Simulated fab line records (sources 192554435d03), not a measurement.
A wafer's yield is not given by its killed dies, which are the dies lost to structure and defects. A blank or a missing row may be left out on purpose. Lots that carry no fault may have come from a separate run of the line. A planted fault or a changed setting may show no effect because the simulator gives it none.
fab line records -- flow n5-finfet
[record] lots = 7, wafers = 21
route steps=1938 shown BEOL_M15@1809 TV_LITHO@1879 PASSIVATION@1916
start-h: start of the lot's first displayed wafer, in hours after the record's first day -- wait-h: hours elapsed since this lot's preceding step -- " the same as in the row above -- L1.1+2: a row that stands for several wafers -- - no value present, or no start provided -- * or withheld: withheld -- < > ~ a bound
route shown NAME@n: names a module that has steps shown in the file, with the first one's number in the route -- usual: mean/standard deviation taken from wafers without a fault -- same: alike in all rows -- chamber/n: place in a boat -- sites: per-site readings -- _std_site: the values' standard deviation -- _edge_site: outer sites' mean less inner sites' -- radius-mm: for every site, how far away it sits from the centre of the wafer -- mask NAME#n: copy n -- behind: the last tool/chamber to shape the wafer -- hold: why the lot was held/for how many hours/how that ended -- device: names the non-switching transistor (n, p or np) -- end of line: at the end of the route, the tests of the same wafers -- a step without rows: its recipe alone -- killed: dies lost to structure and defects at the first sort, not the wafer's yield -- map: shows each die of a wafer: x if killed, . if not, _ if none is there
set.NAME: the run value of the setting; set.NAME@STEP: its run value at that earlier step -- model.NAME: the simulator's own value behind a step, which no gauge read
lots whose settings were changed on purpose; a table a step, a row a wafer
[[steps]]
[step N5_BEOL_M15_TRENCH_ETCH_34]
[recipe] chemistry = C4F8/O2/Ar, target = SiO2, target-depth-a = 8729.3, he-inner-torr = 15, he-outer-torr = 30, time-s = 199, ion-energy-ev = 800, pressure-mtorr = 20, source-w = 1905, bias-w = 2040, Ar_flow_sccm = 400, C4F8_flow_sccm = 16, O2_flow_sccm = 12
lot.wafer,tool,chamber,start-h,wait-h,set.time-s,model.etch.depth-nm,model.coat_of_BEOL_M15_COAT_22.thk-nm
L079.1,rie-diel-05,3,278.02,0.1,199,879.9,543.8
L079.2,rie-diel-05,0,278.02,0.1,199,890.4,547
L079.6,rie-diel-05,0,278.02,0.1,199,901,537.6
L081.3,rie-diel-03,1,291.51,0.0,199,868.1,548.6
L081.5,rie-diel-03,0,291.51,0.0,158.1,692.6,574.4
L081.6,rie-diel-03,1,291.51,0.0,199,872.4,548.4
L082.1,rie-diel-05,0,294.95,0.0,182.2,817.3,550.8
L082.2,rie-diel-05,3,294.95,0.0,199,865.2,548.6
L082.3,rie-diel-05,1,294.95,0.0,182.2,777.5,563
L086.3,rie-diel-03,3,317.63,0.0,199,854.7,552.2
L086.5,rie-diel-03,2,317.63,0.0,199,881.1,540.8
L086.6,rie-diel-03,1,317.63,0.0,199,862.5,547.6
L088.1,rie-diel-05,0,326.53,0.0,230.2,1036,500.4
L088.2,rie-diel-05,2,326.53,0.0,230.2,1042,508.4
L088.4,rie-diel-05,3,326.53,0.0,199,881.6,534.2
L093.3,rie-diel-02,2,374.58,0.0,229.5,1001,516.8
L093.4,rie-diel-02,1,374.58,0.0,229.5,1015,519.6
L093.5,rie-diel-02,0,374.58,0.0,199,873.2,541.8
L095.1,rie-diel-03,3,394.09,0.0,199,886.5,543.2
L095.2,rie-diel-03,0,394.09,0.0,199,873.2,540.6
L095.4,rie-diel-03,2,394.09,0.0,199,881.4,542.2
[step N5_BEOL_M15_STRIP_36]
[recipe] chemistry = O2, power-w = 600, temp-c = 60, pressure-mtorr = 30, rf-frequency-hz = 6e+07, bias-power-w = 0, overash-fraction = 0.3, o2-flow-sccm = 225
[step N5_BEOL_M15_ECD_47]
[recipe] material = Cu, target-thk-a = 18600
[step N5_BEOL_M15_ANNEAL_48]
[recipe] temp-c = 225, time-s = 90, ambient = N2
[step N5_BEOL_M15_CMP_49]
[recipe] stop-on = SiO2, t-overpolish-s = 4.9, down-force-psi = 2, platen-rpm = 80, clearing-platen-down-force-psi = 2, clearing-platen-rpm = 80, post-cmp-clean = cu-alkaline, target-thk-nm = 850, clearing-platen-pad-velocity-m-s = 1.5917, pad-velocity-m-s = 1.5917
lot.wafer,tool,chamber,start-h,wait-h,set.time-s@BEOL_M15_TRENCH_ETCH_34,model.Cu_of_BEOL_M15_ECD_47.thk-nm
L079.2,cmp-02,1,281.74,0.2,199,868
L079.1,cmp-02,3,281.74,0.2,199,857.2
L079.6,cmp-02,1,281.74,0.2,199,879.4
L081.3,cmp-01,3,296.14,0.2,199,843
L081.6,cmp-01,3,296.14,0.2,199,848
L081.5,cmp-01,0,296.14,0.2,158.1,669.6
L082.3,cmp-03,2,298.06,0.2,182.2,753.6
L082.2,cmp-03,3,298.06,0.2,199,842.6
L082.1,cmp-03,0,298.06,0.2,182.2,793.4
L086.3,cmp-02,0,322.71,0.4,199,831.4
L086.5,cmp-02,2,322.71,0.4,199,857.4
L086.6,cmp-02,3,322.71,0.4,199,839.2
L088.4,cmp-02,1,329.38,0.1,199,857
L088.2,cmp-02,2,329.38,0.1,230.2,1018
L088.1,cmp-02,0,329.38,0.1,230.2,1011
L093.4,cmp-02,1,377.73,0.2,229.5,991.8
L093.3,cmp-02,3,377.73,0.2,229.5,977.2
L093.5,cmp-02,0,377.73,0.2,199,850.2
L095.2,cmp-01,0,398.61,0.3,199,849.8
L095.4,cmp-01,1,398.61,0.3,199,858.8
L095.1,cmp-01,2,398.61,0.3,199,863.4
[step N5_BEOL_M15_THK_MEAS_50]
[recipe] thk-meas-gauge = xrf, reads = Cu_of_BEOL_M15_ECD_47
[usual] M15_THK = 875/15
lot.wafer,tool,chamber,start-h,wait-h,set.time-s@BEOL_M15_TRENCH_ETCH_34,M15_THK[nm]
L079.1,film-metro-01,-,282.03,-,199,876
L079.2,film-metro-01,-,282.03,-,199,892
L079.6,film-metro-01,-,282.03,-,199,899
L081.3,film-metro-02,-,296.44,-,199,865
L081.5,film-metro-02,-,296.44,-,158.1,688
L081.6,film-metro-02,-,296.44,-,199,871
L082.1,film-metro-02,-,298.36,-,182.2,804
L082.2,film-metro-02,-,298.36,-,199,856
L082.3,film-metro-02,-,298.36,-,182.2,767
L086.3,film-metro-02,-,322.93,-,199,850
L086.5,film-metro-02,-,322.93,-,199,877
L086.6,film-metro-02,-,322.93,-,199,857
L088.1,film-metro-01,-,329.68,-,230.2,1048
L088.2,film-metro-01,-,329.68,-,230.2,1055
L088.4,film-metro-01,-,329.68,-,199,888
L093.3,film-metro-02,-,377.99,-,229.5,1003
L093.4,film-metro-02,-,377.99,-,229.5,1014
L093.5,film-metro-02,-,377.99,-,199,869
L095.1,film-metro-01,-,398.87,-,199,885
L095.2,film-metro-01,-,398.87,-,199,870
L095.4,film-metro-01,-,398.87,-,199,885
[step N5_BEOL_M15_PRE_CLEAN_52]
[recipe] gas = NH3, time-s = 15, temp-c = withheld, rf-power-w = 300
[step N5_BEOL_M15_DEP_53]
[recipe] material = SiCN, target-thk-a = 500, temp-c = withheld, precursor = 3MS/NH3, pressure-torr = 3, rf-w = 675, time-s = 17.8
[step N5_BEOL_M15_RS_MEAS_54]
[recipe] thk-meas-gauge = four-point-probe, reads = Cu_of_BEOL_M15_ECD_47+Ta_of_BEOL_M15_SPUTTER_44+TaN_of_BEOL_M15_SPUTTER_43
[usual] M15_RS = 0.0216/0.00035
lot.wafer,tool,chamber,start-h,wait-h,set.time-s@BEOL_M15_TRENCH_ETCH_34,M15_RS[ohm/sq]
L079.1,film-metro-02,-,282.16,0.0,199,0.0213
L079.2,film-metro-02,-,282.16,0.0,199,0.0211
L079.6,film-metro-02,-,282.16,0.0,199,0.0208
L081.3,film-metro-01,-,296.60,0.1,199,0.0217
L081.5,film-metro-01,-,296.60,0.1,158.1,0.0275
L081.6,film-metro-01,-,296.60,0.1,199,0.0217
L082.1,film-metro-02,-,298.48,0.0,182.2,0.0231
L082.2,film-metro-02,-,298.48,0.0,199,0.0218
L082.3,film-metro-02,-,298.48,0.0,182.2,0.0243
L086.3,film-metro-01,-,323.05,0.1,199,0.0221
L086.5,film-metro-01,-,323.05,0.1,199,0.0214
L086.6,film-metro-01,-,323.05,0.1,199,0.0218
L088.1,film-metro-01,-,329.81,0.0,230.2,0.0181
L088.2,film-metro-01,-,329.81,0.0,230.2,0.0180
L088.4,film-metro-01,-,329.81,0.0,199,0.0214
L093.3,film-metro-02,-,378.12,0.1,229.5,0.0188
L093.4,film-metro-02,-,378.12,0.1,229.5,0.0184
L093.5,film-metro-02,-,378.12,0.1,199,0.0215
L095.1,film-metro-01,-,399.03,0.1,199,0.0213
L095.2,film-metro-01,-,399.03,0.1,199,0.0216
L095.4,film-metro-01,-,399.03,0.1,199,0.0213
[step N5_PASSIVATION_EXPOSE_07]
[recipe] mask-id = TV, na = 0.55, source-shape = conventional, sigma-outer = 0.8, polarization = unpolarized, defocus-nm = 0, target-cd-nm = 3000, dose-mj = 22.75
lot.wafer,tool,chamber,start-h,wait-h,mask,set.dose-mj
L079.1+6,krf-scanner-02,0,288.87,-,TV#0,22.75
L079.2,krf-scanner-02,0,288.87,-,TV#0,24.15
L081.3,krf-scanner-02,0,305.46,-,TV#0,23.37
L081.5+6,krf-scanner-02,0,305.46,-,TV#0,22.75
L082.1+2,krf-scanner-01,0,306.71,-,TV#0,22.75
L082.3,krf-scanner-01,0,306.71,-,TV#0,23.38
L086.3+5+6,krf-scanner-02,0,330.14,-,TV#0,22.75
L088.1+2+4,krf-scanner-02,0,336.48,-,TV#0,22.75
L093.3+5,krf-scanner-02,0,384.24,-,TV#0,22.75
L093.4,krf-scanner-02,0,384.24,-,TV#0,21.73
L095.1,krf-scanner-01,0,406.53,-,TV#0,24.1
L095.2+4,krf-scanner-01,0,406.53,-,TV#0,22.75
[step N5_PASSIVATION_PEB_08]
[recipe] peb-temp-c = withheld, peb-time-s = *
[step N5_PASSIVATION_DEVELOP_09]
[recipe] develop-time-s = 60, rinse-liquid = diw, dry = air-spin, dev-temp-c = 21
[step N5_PASSIVATION_HARDBAKE_11]
[recipe] temp-c = 130, time-s = 120
[step N5_PASSIVATION_CD_MEAS_10]
[recipe] target-cd-nm = 3000, landing-energy-ev = 500, detector = se-inlens
[usual] cd-nm = 2999.8/1.6
lot.wafer,tool,chamber,start-h,wait-h,set.dose-mj@PASSIVATION_EXPOSE_07,cd-nm
L079.1,cd-sem-03,0,289.05,-,22.75,2999.2
L079.2,cd-sem-03,0,289.05,-,24.15,3010.9
L079.6,cd-sem-03,0,289.05,-,22.75,2995.9
L081.3,cd-sem-01,0,305.63,-,23.37,3006.7
L081.5,cd-sem-01,0,305.63,-,22.75,3003.2
L081.6,cd-sem-01,0,305.63,-,22.75,2999.3
L082.1,cd-sem-02,0,306.88,-,22.75,3000.7
L082.2,cd-sem-02,0,306.88,-,22.75,2999.1
L082.3,cd-sem-02,0,306.88,-,23.38,3004.1
L086.3,cd-sem-02,0,330.31,-,22.75,2998.8
L086.5,cd-sem-02,0,330.31,-,22.75,2998.8
L086.6,cd-sem-02,0,330.31,-,22.75,2999.6
L088.1,cd-sem-01,0,336.66,-,22.75,2998.0
L088.2,cd-sem-01,0,336.66,-,22.75,2996.8
L088.4,cd-sem-01,0,336.66,-,22.75,2998.1
L093.3,cd-sem-03,0,384.40,-,22.75,3001.8
L093.4,cd-sem-03,0,384.40,-,21.73,2988.9
L093.5,cd-sem-03,0,384.40,-,22.75,3001.8
L095.1,cd-sem-01,0,406.70,-,24.1,3011.9
L095.2,cd-sem-01,0,406.70,-,22.75,2997.8
L095.4,cd-sem-01,0,406.70,-,22.75,2998.5
[step N5_PASSIVATION_PECVD_35]
[recipe] material = SiNx, target-thk-a = 7000, temp-c = 400, precursor = SiH4/NH3/N2, pressure-torr = 4.9, rf-w = 1406, time-s = 151.3
lot.wafer,tool,chamber,start-h,wait-h,set.time-s,model.SiNx_of_PASSIVATION_PECVD_35.thk-nm
L079.1,pecvd-01,2,292.70,0.1,169.6,775.8
L079.2,pecvd-01,1,292.70,0.1,151.3,692.2
L079.6,pecvd-01,0,292.70,0.1,169.6,786
L081.3,pecvd-03,1,309.86,0.1,151.3,689.6
L081.5,pecvd-03,2,309.86,0.1,151.3,697.8
L081.6,pecvd-03,0,309.86,0.1,151.3,713.4
L082.1,pecvd-04,2,310.19,0.1,164.4,746.4
L082.2,pecvd-04,0,310.19,0.1,151.3,681.4
L082.3,pecvd-04,1,310.19,0.1,164.4,747.4
L086.3,pecvd-01,1,333.44,0.1,151.3,683.4
L086.5,pecvd-01,0,333.44,0.1,151.3,703.8
L086.6,pecvd-01,1,333.44,0.1,151.3,702.8
L088.1,pecvd-03,1,342.47,0.1,141.3,662.8
L088.2,pecvd-03,2,342.47,0.1,151.3,689.8
L088.4,pecvd-03,0,342.47,0.1,151.3,707.6
L093.3,pecvd-03,1,388.79,0.1,151.3,687.4
L093.4,pecvd-03,2,388.79,0.1,173.7,803.4
L093.5,pecvd-03,0,388.79,0.1,151.3,699
L095.1,pecvd-01,2,410.39,0.1,151.3,680.4
L095.2,pecvd-01,0,410.39,0.1,151.3,685.6
L095.4,pecvd-01,0,410.39,0.1,133.5,614.6
[[key]]
[split] step = N5_BEOL_M15_TRENCH_ETCH_34, setting = time-s, stated = 199, by = wafer
[response] step = N5_BEOL_M15_TRENCH_ETCH_34, reading = model.etch.depth-nm, change = +8.98, per = 1%, r = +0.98
[response] step = N5_BEOL_M15_TRENCH_ETCH_34, reading = model.coat_of_BEOL_M15_COAT_22.thk-nm, change = -1.47, per = 1%, r = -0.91
[response] step = N5_BEOL_M15_CMP_49, reading = model.Cu_of_BEOL_M15_ECD_47.thk-nm, change = +8.96, per = 1%, r = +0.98
[response] step = N5_BEOL_M15_THK_MEAS_50, reading = M15_THK, change = +9.25, per = 1%, r = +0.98
[response] step = N5_BEOL_M15_RS_MEAS_54, reading = M15_RS, change = -0.00024, per = 1%, r = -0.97
[split] step = N5_PASSIVATION_EXPOSE_07, setting = dose-mj, stated = 22.75, by = wafer
[response] step = N5_PASSIVATION_CD_MEAS_10, reading = cd-nm, change = +2.28, per = 1%, r = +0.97
[split] step = N5_PASSIVATION_PECVD_35, setting = time-s, stated = 151.3, by = wafer
[response] step = N5_PASSIVATION_PECVD_35, reading = model.SiNx_of_PASSIVATION_PECVD_35.thk-nm, change = +6.93, per = 1%, r = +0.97
